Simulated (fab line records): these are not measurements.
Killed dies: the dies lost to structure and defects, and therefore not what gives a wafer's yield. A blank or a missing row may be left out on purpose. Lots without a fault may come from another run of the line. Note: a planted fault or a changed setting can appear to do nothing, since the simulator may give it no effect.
fab line records + flow n5_finfet
[record]
- lots = 4
- wafers = 10
- last_day = 16
route steps=1938 shown BEOL_M4@1099 BEOL_M5@1112 BEOL_M14@1767 PASSIVATION@1936
lots untouched by any fault: they come from a run of this same line in which no faults occurred
start_h: hours from the record's first day to the start of the lot's first wafer shown + wait_h: how many hours have passed since the lot's step before this one + " the same as in the row above + L1.1+2: a single row standing in for several wafers + - either no value or no given start + * or withheld: withheld + < > ~ a bound
route shown NAME@n: names a module that has steps shown in the file, with the first one's number in the route + usual: mean/standard deviation of fault-free wafers + same: alike in all rows + chamber/n: place in a boat + sites: each site's reading + _std_site: the standard deviation of these + _edge_site: mean of outer sites minus mean of inner sites + radius_mm: for every site, how far away it sits from the centre of the wafer + mask NAME#n: copy n + behind: tool/chamber where the wafer was last shaped + hold: why the lot was held/for how many hours/how that ended + device: names the non-switching transistor (n, p or np) + end of line: tests run on the same wafers once the route is complete + a step with no rows: only its recipe + killed: the dies lost at the first sort to structure and to defects; this is not the yield of the wafer + map: dies across one wafer; x = killed, . = not, _ = none there
set.NAME: the setting as run; set.NAME@STEP: as run at that earlier step + model.NAME: the simulator's own value behind a step, which no gauge read
lots seen at some steps along the route; tables by step, rows by wafer
services: the hour from which a tool's chamber was out of use, counted from the record's first day as start_h (under 0 if before that day), plus the number of hours and why
[[steps]]
[step N5_BEOL_M4_ANNEAL_95]
[recipe]
- temp_c = 400
- time_s = 240
- ambient = vacuum
[step N5_BEOL_M4_SPUTTER_96]
[recipe]
- material = Cu
- target_thk_a = 45
- temp_c = -20
- chamber_pressure_pa = 0.07
- power_w = withheld
- time_s = 8.29
[step N5_BEOL_M4_ECD_50]
[recipe]
- material = Cu
- target_thk_a = 3000
[step N5_BEOL_M4_ANNEAL_51]
[recipe]
- temp_c = 225
- time_s = 90
- ambient = N2
[step N5_BEOL_M4_CMP_52]
[recipe]
- stop_on = SiOC
- t_overpolish_s = 6.8
- down_force_psi = 1
- platen_rpm = 50
- clearing_platen_down_force_psi = 1.5
- clearing_platen_rpm = 50
- post_cmp_clean = cu_alkaline
- target_thk_nm = 40
- clearing_platen_pad_velocity_m_s = 0.99484
- pad_velocity_m_s = 0.99484
[step N5_BEOL_M4_PRE_CLEAN_60]
[recipe]
- gas = NH3/H2
- time_s = 15
- temp_c = *
- rf_power_w = 300
[step N5_BEOL_M4_CO_CAP_55]
[recipe]
- material = Co
- target_thk_a = 20
- temp_c = 200
- precursor = CCTBA/H2
- pressure_torr = 30
- time_s = 102.1
[step N5_BEOL_M4_PRE_CLEAN_56]
[recipe]
- gas = NH3
- time_s = 15
- temp_c = withheld
- rf_power_w = 300
[step N5_BEOL_M4_DEP_57]
[recipe]
- material = SiCN
- target_thk_a = 80
- temp_c = withheld
- precursor = 3MS/NH3
- pressure_torr = 3
- rf_w = 202
- time_s = 14
[step N5_BEOL_M4_RC_MEAS_101]
[usual]
- DIBL_N = 35.8/1.5
- DIBL_P = 35.9/1.8
- IOFF_N = 0.152/0.025
- IOFF_P = 0.21/0.031
- ION_N = 672/11
- ION_P = 462/7.4
- SS_N = 71.5/0.52
- SS_P = 73.2/0.54
- VT_N = 250/3
- VT_P = -250/3.3
| lot.wafer | tool      | chamber | start_h | wait_h | DIBL_N[mV/V] | DIBL_P[mV/V] | IOFF_N[nA/um] | IOFF_P[nA/um] | ION_N[uA/um] | ION_P[uA/um] | SS_N[mV/dec] | SS_P[mV/dec] | VT_N[mV] | VT_P[mV] |
|-----------|-----------|---------|---------|--------|--------------|--------------|---------------|---------------|--------------|--------------|--------------|--------------|----------|----------|
| L415.1    | prober-02 | 0       | 178.78  | 0.0    | 39.1         | 38.8         | 0.194         | 0.27          | 677          | 465          | 71.8         | 73.5         | 247      | -245     |
| L415.4    | "         | 0       | "       | "      | 38.1         | 38.1         | 0.171         | 0.25          | 681          | 476          | 71.5         | 73.6         | 250      | -246     |
| L415.6    | "         | 0       | "       | "      | 40.1         | 39.1         | 0.219         | 0.28          | 693          | 476          | 72.9         | 74.2         | 244      | -245     |
| L423.1    | prober-01 | 0       | 239.21  | 0.0    | 37.3         | 34.8         | 0.157         | 0.20          | 658          | 452          | 71.4         | 73.3         | 251      | -253     |
| L423.2    | "         | 0       | "       | "      | 37.0         | 34.5         | 0.139         | 0.20          | 677          | 461          | 71.0         | 74.2         | 253      | -250     |
| L428.4    | prober-02 | 0       | 262.10  | 0.5    | 34.4         | 35.2         | 0.132         | 0.20          | 667          | 466          | 71.5         | 72.7         | 252      | -250     |
| L428.6    | "         | 0       | "       | "      | 34.7         | 34.7         | 0.126         | 0.19          | 656          | 454          | 71.1         | 73.1         | 256      | -251     |
| L433.1    | prober-01 | 0       | 289.18  | 0.0    | 32.4         | 33.3         | 0.116         | 0.20          | 660          | 468          | 71.5         | 72.3         | 253      | -248     |
| L433.2    | "         | 0       | "       | "      | 34.6         | 35.6         | 0.152         | 0.23          | 689          | 477          | 71.6         | 72.6         | 250      | -247     |
| L433.5    | "         | 0       | "       | "      | 34.5         | 35.4         | 0.141         | 0.22          | 656          | 459          | 71.5         | 73.0         | 252      | -245     |
[step N5_BEOL_M5_ILD_DEP_00]
[recipe]
- material = SiCOH_lowk
- target_thk_a = 1406.4
- temp_c = 300
- precursor = DEMS/porogen
- pressure_torr = 5
- rf_w = 500
- time_s = 25.9
[step N5_BEOL_M5_CURE_79]
[recipe]
- temp_c = 385
- time_s = 240
- ambient = He/Ar
- material = SiCOH_lowk
[step N5_BEOL_M5_PECVD_70]
[recipe]
- material = SiO2
- target_thk_a = 160
- temp_c = 400
- precursor = TEOS/O2
- pressure_torr = 5.5
- rf_w = 450
- teos_flow_sccm = 53.8
- gas = O2
- flow_sccm = 3000
- time_s = 18
[step N5_BEOL_M5_HM_DEP_02]
[recipe]
- material = TiN
- target_thk_a = 200
- temp_c = 25
- chamber_pressure_pa = 0.49996
[step N5_BEOL_M5_COAT_59]
[recipe]
- resist = SOC
- temp_c = 250
- time_s = 60
- spin_rpm = 1500
- resist_thk_nm = 60
[step N5_BEOL_M5_COAT_60]
[recipe]
- resist = SiARC
- temp_c = 220
- time_s = 60
- spin_rpm = 1500
- resist_thk_nm = 12
[step N5_BEOL_M5_COAT_71]
[recipe]
- resist = underlayer
- temp_c = 205
- time_s = 60
- spin_rpm = 1500
- resist_thk_nm = 5
[step N5_BEOL_M5_COAT_05]
[recipe]
- resist = CAR-EUV
- spin_rpm = 1500
- resist_thk_nm = 30
[step N5_BEOL_M5_EBR_07]
[recipe]
- solvent = PGMEA
- ebr_width_mm = 1.5
[step N5_BEOL_M5_SOFTBAKE_06]
[recipe]
- temp_c = 110
- time_s = 60
- resist = CAR-EUV
[step N5_BEOL_M5_EXPOSE_08]
[recipe]
- mask_id = M5
- na = 0.33
- source_shape = annular
- sigma_inner = 0.4
- sigma_outer = 0.8
- polarization = unpolarized
- target_cd_nm = 28
- dose_mj = 35.75
[step N5_BEOL_M5_PEB_09]
[recipe]
- peb_temp_c = 100
- peb_time_s = 60
- resist = CAR-EUV
[step N5_BEOL_M5_DEVELOP_10]
[recipe]
- develop_time_s = 30
- developer = TMAH
- resist = CAR-EUV
- rinse_liquid = surfactant_rinse
- dry = air_spin
- dev_temp_c = 23
[step N5_BEOL_M5_DESCUM_16]
[recipe]
- chemistry = O2
- time_s = 7
- source_power_w = 50
- bias_power_w = 20
- pressure_mtorr = 20
- rf_frequency_hz = 2.712e+07
- temp_c = 40
- resist = CAR-EUV
- o2_flow_sccm = 225
[step N5_BEOL_M5_ETCH_72]
[recipe]
- chemistry = N2/H2
- target = underlayer
- target_depth_a = 65
- mask_material = CAR-EUV
- time_s = 5.2
- ion_energy_ev = 200
- pressure_mtorr = 30
- source_w = 840
- bias_w = 150
- n2_flow_sccm = 200
- h2_flow_sccm = 200
- ends = cleared
[step N5_BEOL_M5_ETCH_61]
[recipe]
- chemistry = CF4
- target = SiARC
- target_depth_a = 156
- mask_material = CAR-EUV
- time_s = 26
- ion_energy_ev = 80
- pressure_mtorr = 40
- source_w = 545
- bias_w = 36
- Ar_flow_sccm = 100
- cf4_flow_sccm = 100
- ends = cleared
[step N5_BEOL_M5_ETCH_62]
[recipe]
- chemistry = N2/H2
- target = SOC
- target_depth_a = 750
- overetch_a = 150
- mask_material = SiARC
- temp_c = 40
- time_s = 112.5
- ion_energy_ev = 200
- pressure_mtorr = 30
- source_w = 840
- bias_w = 150
- n2_flow_sccm = 200
- h2_flow_sccm = 200
[step N5_BEOL_M5_STRIP_63]
[recipe]
- chemistry = N2/H2
- temp_c = 40
- n2_flow_sccm = 200
- h2_flow_sccm = 200
- rf_frequency_hz = 6e+07
[step N5_BEOL_M5_STRIP_73]
[recipe]
- chemistry = N2/H2
- temp_c = 40
- n2_flow_sccm = 200
- h2_flow_sccm = 200
- rf_frequency_hz = 6e+07
[step N5_BEOL_M5_STRIP_64]
[recipe]
- chemistry = CF4
- resist = SiARC
- power_w = 300
- bias_power_w = 75
- pressure_mtorr = 50
- cf4_flow_sccm = 150
- rf_frequency_hz = 6e+07
[step N5_BEOL_M5_HM_OPEN_17]
[recipe]
- chemistry = Cl2/BCl3
- target_depth_a = 200
- overetch_a = 60
- target = TiN
- mask_material = SOC
- ion_energy_ev = 150
- pressure_mtorr = 10
- icp_w = 1000
- bias_w = 126
- Cl2_flow_sccm = 53.25
- bcl3_flow_sccm = 21.75
- Ar_flow_sccm = 25
[step N5_BEOL_M5_STRIP_19]
[recipe]
- chemistry = O2
- power_w = 400
- temp_c = 40
- pressure_mtorr = 30
- rf_frequency_hz = 6e+07
- bias_power_w = 0
- overash_fraction = 0.2
- o2_flow_sccm = 225
[step N5_BEOL_M5_COAT_65]
[recipe]
- resist = SOC
- temp_c = 250
- time_s = 60
- spin_rpm = 1500
- resist_thk_nm = 60
[step N5_BEOL_M5_COAT_66]
[recipe]
- resist = SiARC
- temp_c = 220
- time_s = 60
- spin_rpm = 1500
- resist_thk_nm = 12
[step N5_BEOL_M14_CMP_49]
[recipe]
- stop_on = SiO2
- t_overpolish_s = 5.2
- down_force_psi = 2
- platen_rpm = 80
- clearing_platen_down_force_psi = 2
- clearing_platen_rpm = 80
- post_cmp_clean = cu_alkaline
- target_thk_nm = 560
- clearing_platen_pad_velocity_m_s = 1.5917
- pad_velocity_m_s = 1.5917
[usual]
- barrier_field_endpoint_s = 11.21/0.28
- motor_current_A = 8.0/0.94
- overpolish_run_s = 5.200/0.0087
- time_to_endpoint_s = 119/4.5
[same]
- t_overpolish_s = 5.2
| lot.wafer | tool   | chamber | start_h | wait_h | barrier_field_endpoint_s | motor_current_A | overpolish_run_s | time_to_endpoint_s |
|-----------|--------|---------|---------|--------|--------------------------|-----------------|------------------|--------------------|
| L415.4    | cmp-03 | 2       | 259.36  | 0.2    | 11.39                    | 8.7             | 5.205            | 120                |
| L415.1    | "      | 3       | "       | "      | 11.76                    | 6.9             | 5.193            | 128                |
| L415.6    | "      | 2       | "       | "      | 11.25                    | 8.6             | 5.200            | 119                |
| L423.1    | cmp-03 | 3       | 321.89  | 0.3    | 24.23                    | 7.0             | 1.775            | 159                |
| L423.2    | "      | 0       | "       | "      | 11.45                    | 6.5             | 5.202            | 124                |
| L428.4    | cmp-03 | 2       | 342.33  | 0.2    | 11.20                    | 8.3             | 5.199            | 117                |
| L428.6    | "      | 1       | "       | "      | 22.71                    | 9.5             | 3.286            | 158                |
| L433.2    | cmp-04 | 0       | 370.91  | 0.3    | 11.07                    | 8.7             | 5.185            | 116                |
| L433.1    | "      | 2       | "       | "      | 11.20                    | 7.4             | 5.197            | 119                |
| L433.5    | "      | 0       | "       | "      | 10.98                    | 8.1             | 5.206            | 115                |
[step N5_BEOL_M14_THK_MEAS_50]
[recipe]
- thk_meas_gauge = xrf
- reads = Cu_of_BEOL_M14_ECD_47
[usual]
- M14_THK = 540/9.1
| lot.wafer | tool          | chamber | start_h | wait_h | M14_THK[nm] |
|-----------|---------------|---------|---------|--------|-------------|
| L415.1    | film_metro-01 | -       | 259.62  | -      | 537         |
| L415.4    | "             | -       | "       | "      | 539         |
| L415.6    | "             | -       | "       | "      | 552         |
| L423.1    | film_metro-01 | -       | 322.15  | -      | 988         |
| L423.2    | "             | -       | "       | "      | 538         |
| L428.4    | film_metro-02 | -       | 342.59  | -      | 545         |
| L428.6    | "             | -       | "       | "      | 977         |
| L433.1    | film_metro-01 | -       | 371.17  | -      | 530         |
| L433.2    | "             | -       | "       | "      | 559         |
| L433.5    | "             | -       | "       | "      | 529         |
[step N5_BEOL_M14_INSPECT_55]
[recipe]
- inspect_instrument = darkfield
- mode = post_dep
[usual]
- raw_defect_count = 70/23
| lot.wafer | tool              | chamber | start_h | wait_h | raw_defect_count |
|-----------|-------------------|---------|---------|--------|------------------|
| L415.1    | defect_inspect-02 | -       | 259.80  | 0.0    | 37               |
| L415.4    | "                 | -       | "       | "      | 37               |
| L415.6    | "                 | -       | "       | "      | 34               |
| L423.1    | defect_inspect-02 | -       | 322.30  | 0.0    | 6303             |
| L423.2    | "                 | -       | "       | "      | 50               |
| L428.4    | defect_inspect-02 | -       | 342.75  | 0.0    | 38               |
| L428.6    | "                 | -       | "       | "      | 6235             |
| L433.1    | defect_inspect-01 | -       | 371.32  | 0.0    | 96               |
| L433.2    | "                 | -       | "       | "      | 106              |
| L433.5    | "                 | -       | "       | "      | 80               |
[step N5_PASSIVATION_PROBE_49]
[usual]
- defect_limited_yield = 91.7/1.7
- killed_at_M0_to_M3 = 34/10
- killed_at_M4_up = 13/5.1
- killed_at_contacts = 12/6.2
- killed_at_front_end = 36/12
- killed_at_other = 3.2/2.6
- killed_dies = 98/20
- killed_on_rim = 13/4.5
- killed_open = 65/13
- killed_short = 32/8.4
- sort_bin_5_function = 4.8/1.1
- sort_bin_6_memory = 3.2/0.74
- sort_n_pass = 1082/20
- sort_yield_pct = 91.7/1.7
[same]
- gross_dies = 1180
- killed_at_back_side = 0
- sort_bin_4_leakage[%] = 0
- sort_bin_8_speed[%] = 0
| lot.wafer | tool      | chamber | start_h | wait_h | defect_limited_yield[%] | killed_at_M0_to_M3 | killed_at_M4_up | killed_at_contacts | killed_at_front_end | killed_at_other | killed_dies | killed_on_rim | killed_open | killed_short | sort_bin_5_function[%] | sort_bin_6_memory[%] | sort_n_pass | sort_yield_pct[%] |
|-----------|-----------|---------|---------|--------|-------------------------|--------------------|-----------------|--------------------|---------------------|-----------------|-------------|---------------|-------------|--------------|------------------------|----------------------|-------------|-------------------|
| L415.1    | prober-01 | -       | 279.89  | 0.0    | 93.2                    | 29                 | 14              | 7                  | 26                  | 4               | 80          | 11            | 51          | 28           | 3.9                    | 2.6                  | 1100        | 93.2              |
| L415.4    | prober-01 | -       | 280.04  | 0.2    | 94.1                    | 25                 | 7               | 12                 | 25                  | 1               | 70          | 14            | 43          | 23           | 3.4                    | 2.3                  | 1110        | 94.1              |
| L415.6    | prober-01 | -       | 280.14  | 0.3    | 94.4                    | 27                 | 6               | 8                  | 25                  | 0               | 66          | 9             | 38          | 27           | 3.1                    | 2.2                  | 1114        | 94.4              |
| L423.1    | prober-02 | -       | 345.14  | 0.0    | 0                       | 37                 | 1085            | 22                 | 32                  | 4               | 1180        | 152           | 80          | 27           | 5.8                    | 3.1                  | 0           | 0                 |
| L423.2    | prober-02 | -       | 345.19  | 0.1    | 86.7                    | 59                 | 21              | 24                 | 46                  | 7               | 157         | 28            | 104         | 52           | 7.7                    | 5.3                  | 1023        | 86.7              |
| L428.4    | prober-01 | -       | 362.83  | 0.2    | 92.5                    | 38                 | 8               | 5                  | 33                  | 5               | 89          | 15            | 59          | 30           | 4.2                    | 3.1                  | 1091        | 92.5              |
| L428.6    | prober-01 | -       | 362.93  | 0.3    | 0                       | 29                 | 1106            | 12                 | 28                  | 5               | 1180        | 152           | 62          | 18           | 3.9                    | 2.6                  | 0           | 0                 |
| L433.1    | prober-02 | -       | 391.97  | 0.0    | 91.0                    | 63                 | 14              | 4                  | 22                  | 3               | 106         | 16            | 75          | 29           | 6.0                    | 2.9                  | 1074        | 91.0              |
| L433.2    | prober-02 | -       | 392.02  | 0.1    | 93.2                    | 37                 | 13              | 4                  | 23                  | 3               | 80          | 12            | 53          | 25           | 3.8                    | 2.7                  | 1100        | 93.2              |
| L433.5    | prober-02 | -       | 392.17  | 0.2    | 92.3                    | 39                 | 23              | 8                  | 13                  | 8               | 91          | 15            | 59          | 31           | 4.0                    | 3.4                  | 1089        | 92.3              |
// killed by level:class
L415.1 BEOL_M1:geometric_particle:open=8 MOL_CONTACT_COAG:geometric_particle:open=7 BEOL_M2:geometric_particle:open=6 FIN_SAQP:geometric_particle:open=5 GATE_CUT:geometric_particle:short=5 BEOL_M1:geometric_particle:short=5 STARTING-WAFER:geometric_particle:short=4 STI_FIN_REVEAL:geometric_particle:open=3
L415.4 MOL_CONTACT_COAG:geometric_particle:open=9 DUMMY_GATE:geometric_particle:open=6 BEOL_M1:geometric_particle:short=5 BEOL_M2:geometric_particle:open=5 BEOL_M0_SAQP:geometric_particle:short=4 BEOL_M0_SAQP:geometric_particle:open=4 BEOL_M1:geometric_particle:open=4 STARTING-WAFER:geometric_particle:short=4
L415.6 BEOL_M2:geometric_particle:open=9 MOL_CONTACT_COAG:geometric_particle:open=6 BEOL_M3:geometric_particle:open=5 STARTING-WAFER:geometric_particle:short=4 GATE_CUT:geometric_particle:short=4 BEOL_M0_SAQP:geometric_particle:short=4 BEOL_M1:geometric_particle:short=4 FIN_SAQP:geometric_particle:short=3
L423.1 BEOL_M14:area_cmp=1073 MOL_CONTACT_COAG:geometric_particle:open=18 BEOL_M0_SAQP:geometric_particle:open=9 BEOL_M1:geometric_particle:open=9 BEOL_M0_SAQP:geometric_particle:short=8 FIN_SAQP:geometric_particle:open=7 STARTING-WAFER:geometric_particle:open=7 BEOL_M4:geometric_particle:open=7
L423.2 MOL_CONTACT_COAG:geometric_particle:open=18 FIN_SAQP:geometric_particle:short=14 FIN_SAQP:geometric_particle:open=14 BEOL_M1:geometric_particle:open=13 BEOL_M2:geometric_particle:open=13 BEOL_M4:geometric_particle:open=11 BEOL_M0_SAQP:geometric_particle:short=9 BEOL_M0_SAQP:geometric_particle:open=9
L428.4 BEOL_M0_SAQP:geometric_particle:open=16 BEOL_M0_SAQP:geometric_particle:short=14 FIN_SAQP:geometric_particle:open=11 STI_FIN_REVEAL:geometric_particle:open=5 FIN_SAQP:geometric_particle:short=4 MOL_CONTACT_COAG:geometric_particle:open=4 BEOL_M4:geometric_particle:open=4 GATE_CUT:geometric_particle:short=3
L428.6 BEOL_M14:area_cmp=1100 STI_FIN_REVEAL:geometric_particle:open=18 BEOL_M0_SAQP:geometric_particle:open=11 MOL_CONTACT_COAG:geometric_particle:open=9 BEOL_M0_SAQP:geometric_particle:short=6 BEOL_M2:geometric_particle:open=6 BEOL_M3:geometric_particle:open=4 FIN_SAQP:geometric_particle:short=3
L433.1 BEOL_M2:geometric_particle:open=16 BEOL_M0_SAQP:geometric_particle:open=14 BEOL_M0_SAQP:geometric_particle:short=10 BEOL_M1:geometric_particle:open=10 BEOL_M3:geometric_particle:open=6 MOL_CONTACT_COAG:geometric_particle:open=4 BEOL_M2:geometric_particle:short=4 BEOL_M4:geometric_particle:open=4
L433.2 BEOL_M1:geometric_particle:open=9 BEOL_M0_SAQP:geometric_particle:short=8 GATE_CUT:geometric_particle:open=6 BEOL_M0_SAQP:geometric_particle:open=6 BEOL_M3:geometric_particle:open=6 BEOL_M7:geometric_particle:open=4 MOL_CONTACT_COAG:geometric_particle:open=3 STARTING-WAFER:geometric_particle:open=3
L433.5 BEOL_M0_SAQP:geometric_particle:short=14 BEOL_M4:geometric_particle:open=13 MOL_CONTACT_COAG:geometric_particle:open=7 BEOL_M0_SAQP:geometric_particle:open=7 FIN_SAQP:geometric_particle:open=4 BEOL_M2:geometric_particle:open=4 BEOL_M3:geometric_particle:open=4 PASS1_CAP:geometric_particle:open=4
// map L423.1 (x killed, . not)
_________________xxxxxxxxxxxx________________
______________xxxxxxxxxxxxxxxxxx_____________
___________xxxxxxxxxxxxxxxxxxxxxxxx__________
__________xxxxxxxxxxxxxxxxxxxxxxxxxx_________
________xxxxxxxxxxxxxxxxxxxxxxxxxxxxxx_______
_______xxxxxxxxxxxxxxxxxxxxxxxxxxxxxxxx______
______xxxxxxxxxxxxxxxxxxxxxxxxxxxxxxxxxx_____
_____xxxxxxxxxxxxxxxxxxxxxxxxxxxxxxxxxxxx____
____xxxxxxxxxxxxxxxxxxxxxxxxxxxxxxxxxxxxxx___
___xxxxxxxxxxxxxxxxxxxxxxxxxxxxxxxxxxxxxxxx__
___xxxxxxxxxxxxxxxxxxxxxxxxxxxxxxxxxxxxxxxx__
__xxxxxxxxxxxxxxxxxxxxxxxxxxxxxxxxxxxxxxxxxx_
__xxxxxxxxxxxxxxxxxxxxxxxxxxxxxxxxxxxxxxxxxx_
_xxxxxxxxxxxxxxxxxxxxxxxxxxxxxxxxxxxxxxxxxxxx
_xxxxxxxxxxxxxxxxxxxxxxxxxxxxxxxxxxxxxxxxxxxx
_xxxxxxxxxxxxxxxxxxxxxxxxxxxxxxxxxxxxxxxxxxxx
_xxxxxxxxxxxxxxxxxxxxxxxxxxxxxxxxxxxxxxxxxxxx
_xxxxxxxxxxxxxxxxxxxxxxxxxxxxxxxxxxxxxxxxxxxx
_xxxxxxxxxxxxxxxxxxxxxxxxxxxxxxxxxxxxxxxxxxxx
_xxxxxxxxxxxxxxxxxxxxxxxxxxxxxxxxxxxxxxxxxxxx
_xxxxxxxxxxxxxxxxxxxxxxxxxxxxxxxxxxxxxxxxxxxx
__xxxxxxxxxxxxxxxxxxxxxxxxxxxxxxxxxxxxxxxxxx_
__xxxxxxxxxxxxxxxxxxxxxxxxxxxxxxxxxxxxxxxxxx_
___xxxxxxxxxxxxxxxxxxxxxxxxxxxxxxxxxxxxxxxx__
___xxxxxxxxxxxxxxxxxxxxxxxxxxxxxxxxxxxxxxxx__
____xxxxxxxxxxxxxxxxxxxxxxxxxxxxxxxxxxxxxx___
_____xxxxxxxxxxxxxxxxxxxxxxxxxxxxxxxxxxxx____
______xxxxxxxxxxxxxxxxxxxxxxxxxxxxxxxxxx_____
_______xxxxxxxxxxxxxxxxxxxxxxxxxxxxxxxx______
________xxxxxxxxxxxxxxxxxxxxxxxxxxxxxx_______
__________xxxxxxxxxxxxxxxxxxxxxxxxxx_________
___________xxxxxxxxxxxxxxxxxxxxxxxx__________
______________xxxxxxxxxxxxxxxxxx_____________
_________________xxxxxxxxxxxx________________
// map L428.6 (x killed, . not)
_________________xxxxxxxxxxxx________________
______________xxxxxxxxxxxxxxxxxx_____________
___________xxxxxxxxxxxxxxxxxxxxxxxx__________
__________xxxxxxxxxxxxxxxxxxxxxxxxxx_________
________xxxxxxxxxxxxxxxxxxxxxxxxxxxxxx_______
_______xxxxxxxxxxxxxxxxxxxxxxxxxxxxxxxx______
______xxxxxxxxxxxxxxxxxxxxxxxxxxxxxxxxxx_____
_____xxxxxxxxxxxxxxxxxxxxxxxxxxxxxxxxxxxx____
____xxxxxxxxxxxxxxxxxxxxxxxxxxxxxxxxxxxxxx___
___xxxxxxxxxxxxxxxxxxxxxxxxxxxxxxxxxxxxxxxx__
___xxxxxxxxxxxxxxxxxxxxxxxxxxxxxxxxxxxxxxxx__
__xxxxxxxxxxxxxxxxxxxxxxxxxxxxxxxxxxxxxxxxxx_
__xxxxxxxxxxxxxxxxxxxxxxxxxxxxxxxxxxxxxxxxxx_
_xxxxxxxxxxxxxxxxxxxxxxxxxxxxxxxxxxxxxxxxxxxx
_xxxxxxxxxxxxxxxxxxxxxxxxxxxxxxxxxxxxxxxxxxxx
_xxxxxxxxxxxxxxxxxxxxxxxxxxxxxxxxxxxxxxxxxxxx
_xxxxxxxxxxxxxxxxxxxxxxxxxxxxxxxxxxxxxxxxxxxx
_xxxxxxxxxxxxxxxxxxxxxxxxxxxxxxxxxxxxxxxxxxxx
_xxxxxxxxxxxxxxxxxxxxxxxxxxxxxxxxxxxxxxxxxxxx
_xxxxxxxxxxxxxxxxxxxxxxxxxxxxxxxxxxxxxxxxxxxx
_xxxxxxxxxxxxxxxxxxxxxxxxxxxxxxxxxxxxxxxxxxxx
__xxxxxxxxxxxxxxxxxxxxxxxxxxxxxxxxxxxxxxxxxx_
__xxxxxxxxxxxxxxxxxxxxxxxxxxxxxxxxxxxxxxxxxx_
___xxxxxxxxxxxxxxxxxxxxxxxxxxxxxxxxxxxxxxxx__
___xxxxxxxxxxxxxxxxxxxxxxxxxxxxxxxxxxxxxxxx__
____xxxxxxxxxxxxxxxxxxxxxxxxxxxxxxxxxxxxxx___
_____xxxxxxxxxxxxxxxxxxxxxxxxxxxxxxxxxxxx____
______xxxxxxxxxxxxxxxxxxxxxxxxxxxxxxxxxx_____
_______xxxxxxxxxxxxxxxxxxxxxxxxxxxxxxxx______
________xxxxxxxxxxxxxxxxxxxxxxxxxxxxxx_______
__________xxxxxxxxxxxxxxxxxxxxxxxxxx_________
___________xxxxxxxxxxxxxxxxxxxxxxxx__________
______________xxxxxxxxxxxxxxxxxx_____________
_________________xxxxxxxxxxxx________________
[[services]]
| tool   | chamber | start_h | hours | kind                           |
|--------|---------|---------|-------|--------------------------------|
| cmp-04 | -       | 249.41  | 4.6   | pm                             |
| cmp-04 | -       | 293.47  | 3.0   | repair                         |
| cmp-04 | -       | 297.69  | 3.6   | repair                         |
| cmp-03 | -       | 310.81  | 1.6   | repair                         |
| cmp-03 | -       | 316.38  | 4.0   | pm                             |
| cmp-03 | -       | 320.38  | -     | consumable_replace:conditioner |
| cmp-03 | -       | 320.38  | -     | consumable_replace:pad         |
| cmp-04 | -       | 326.54  | 7.1   | pm                             |
| cmp-04 | -       | 336.19  | 2.5   | repair                         |
| cmp-03 | -       | 343.22  | 4.0   | pm                             |
| cmp-04 | -       | 348.12  | 2.1   | repair                         |
| cmp-03 | -       | 362.01  | 5.8   | pm                             |
[[key]]
[first_sign]
- step = N5_BEOL_M14_CMP_49
- reading = overpolish_run_s
- direction = down
- sigmas = 99+
- usual = 5.200
- struck = 2.531
[effect]
- step = N5_BEOL_M14_CMP_49
- reading = barrier_field_endpoint_s
- direction = up
- sigmas = 44
- usual = 11.21
- struck = 23.47
[effect]
- step = N5_BEOL_M14_THK_MEAS_50
- reading = M14_THK
- direction = up
- sigmas = 49
- usual = 540
- struck = 982
[effect]
- step = N5_BEOL_M14_INSPECT_55
- reading = raw_defect_count
- direction = up
- sigmas = 99+
- usual = 70
- struck = 6269
[effect]
- step = N5_PASSIVATION_PROBE_49
- reading = killed_at_M4_up
- direction = up
- sigmas = 99+
- usual = 13
- struck = 1096
[more_kills_born_at]
- N5_BEOL_M14_CMP_49@cmp-03 = 2173
met_at N5_BEOL_M14_CMP_49
struck_wafers L423.1,L428.6
later_rows_left_out L423.1,L428.6
onset_between 259.36 321.89
[fault]
- kind = process_parameter_drift
- tool = cmp-03
- chamber = -
- onset_h = 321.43
- steps = N5_BEOL_M14_CMP_49
- channel = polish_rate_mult
- offset = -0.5
- shape = step
- end_h = 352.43
- scope = struck_wafers_only
// later_rows_left_out: the simulator's readings of these wafers behind a module that went badly wrong aren't trusted and aren't shown, but for the sort
